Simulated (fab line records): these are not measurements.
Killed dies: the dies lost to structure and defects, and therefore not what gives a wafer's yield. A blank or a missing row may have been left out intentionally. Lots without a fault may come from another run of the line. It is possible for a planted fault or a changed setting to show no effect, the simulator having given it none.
A lot that was struck, set against a sound lot + flow n5 finfet + 20 steps out of a route of 1938
Sound: the wafers L587.2, L587.4, L587.6. Struck: wafers L597.2, L597.5, L597.6. The cause is given at the end.
For every step that has rows: the tool of each side, followed by ch and its chambers, followed by its first start. Under that, the readings that differ: sound wafers + struck wafers + difference of the means + sigmas: that difference in standard deviations of wafers without a fault.
alike: same words and numbers on both sides, and readings whose means sit less than 2 such deviations apart. not compared: any withheld reading, any reading some wafer has no value for, any bound like >300 that may hide the same value, and any number with overlapping values for which the record gives no deviation.
The two part at a step that has a row with sigmas, a row that says differs or no value, or rows on one side only. Numbers that have no deviation but don't overlap get no sigmas and don't part them. A reading that every wafer of one side lacks parts them only if that side has two wafers or more.

first, 8 steps without rows for these wafers: N5_BEOL_M11_COAT_59 (time 60 s, resist thk 100 nm); N5_BEOL_M11_COAT_60 (time 60 s, resist thk 30 nm); N5_BEOL_M11_COAT_05 (resist thk 90 nm); N5_BEOL_M11_EBR_07; N5_BEOL_M11_SOFTBAKE_06 (time 60 s); N5_BEOL_M11_EXPOSE_08 (exposes mask M11); N5_BEOL_M11_PEB_09 (peb time 60 s); N5_BEOL_M11_DEVELOP_10 (develop time 30 s).
N5_BEOL_M11_CD_MEAS_11: the cd target is 64.1 nm.
  sound on cd sem-01 ch 0, day 11 14:08; struck on cd sem-03 ch 0, day 14 00:28
  alike: cd nm
N5_BEOL_M11_OVL_MEAS_12:
  sound on overlay-02 ch 0, day 11 14:10; struck on overlay-01 ch 0, day 14 00:30
  alike: M11_OVL
N5_BEOL_M11_INSPECT_13: inspects for defects (brightfield).
  struck on defect inspect-01, day 14 00:31; sound on defect inspect-01, day 11 14:12
  alike: raw defect count
N5_BEOL_M11_DESCUM_16: chemistry O2, time 7.9 s.
  sound on rie diel-03 ch 0,1, day 11 14:28; struck on rie diel-03 ch 1,2, day 14 00:34
  alike: drypump motor current A, oes product au, rf vpp V, showerhead plenum p Torr, throttle valve pct
  not compared: rf hours counter h
N5_BEOL_M11_ETCH_61: etches SiARC in CF4, target depth 39 nm, time 65 s.
  sound on rie diel-03 ch 0,1, day 11 14:30; struck on rie diel-03 ch 1,2, day 14 00:35
  no value came back on the struck wafers for any of 8 readings (bias w (W), cf4 flow sccm (sccm) and others); on the sound wafers bias w (W) reads 36.00 36.07 35.96
| reading                                       | sound          | struck         | difference | sigmas |
|-----------------------------------------------|----------------|----------------|------------|--------|
| model.CAR-ArF_of_BEOL_M11_COAT_05.thk nm (nm) | 55.6 55.4 55.2 | 83.6 83.6 83.6 | +28.2      |        |
  not compared: rf hours counter h
N5_BEOL_M11_ETCH_62: etches SOC in N2/H2, target depth 110 nm, overetch 22 nm, time 165 s.
  sound on rie diel-03 ch 0,1, day 11 14:33; struck on rie diel-03 ch 1,2, day 14 00:38
| reading               | sound          | struck         | difference | sigmas |
|-----------------------|----------------|----------------|------------|--------|
| oes product au (a.u.) | 0.62 0.62 0.66 | 0.26 0.27 0.27 | -0.37      | -7     |
  alike: bias w, chamber pressure mTorr, drypump motor current A, rf vpp V, showerhead plenum p Torr, throttle valve pct
  not compared: rf hours counter h
then, 1 step without rows for these wafers: N5_BEOL_M11_STRIP_68 (strips in N2/H2).
N5_BEOL_M11_STRIP_67: strips in CF4.
  sound on rie diel-03 ch 0,1, day 11 14:41; struck on rie diel-03 ch 1,2, day 14 00:47
  alike: drypump motor current A, oes product au, power w, rf vpp V, showerhead plenum p Torr, throttle valve pct
  not compared: rf hours counter h
N5_BEOL_M11_HM_OPEN_17: chemistry Cl2/BCl3, target TiN, target depth 20 nm, overetch 6 nm.
  sound on rie metal-01 ch 0,1, day 11 14:44; struck on rie metal-03 ch 0,1, day 14 00:50
| reading                | sound             | struck            | difference | sigmas |
|------------------------|-------------------|-------------------|------------|--------|
| oes product au (a.u.)  | 0.55 0.64 0.64    | 0.35 0.35 0.29    | -0.28      | -3     |
| throttle valve pct (%) | 22.16 22.20 22.22 | 23.02 23.02 22.69 | +0.72      | +6     |
  alike: drypump motor current A
  not compared: rf hours counter h
N5_BEOL_M11_STRIP_19: strips in O2.
  sound on rie diel-03 ch 0,1, day 11 14:56; struck on rie diel-03 ch 0,1,2, day 14 00:58
  alike: drypump motor current A, oes product au, rf vpp V, showerhead plenum p Torr, throttle valve pct
  not compared: rf hours counter h
N5_BEOL_M11_CD_MEAS_18: pitch 140 nm, target cd 70 nm.
  struck on cd sem-01, day 14 01:02; sound on cd sem-01, day 11 15:01
| reading    | sound          | struck | difference                    | sigmas |
|------------|----------------|--------|-------------------------------|--------|
| cd nm (nm) | 70.3 69.1 69.8 | - - -  | no value on the struck wafers |        |
then, 1 step without rows for these wafers: N5_BEOL_M11_COAT_63 (time 60 s, resist thk 100 nm).

## WHERE THEY PART
First at N5_BEOL_M11_ETCH_61; last, within this record, at N5_BEOL_M11_CD_MEAS_18.

WHY: what the simulator had put in
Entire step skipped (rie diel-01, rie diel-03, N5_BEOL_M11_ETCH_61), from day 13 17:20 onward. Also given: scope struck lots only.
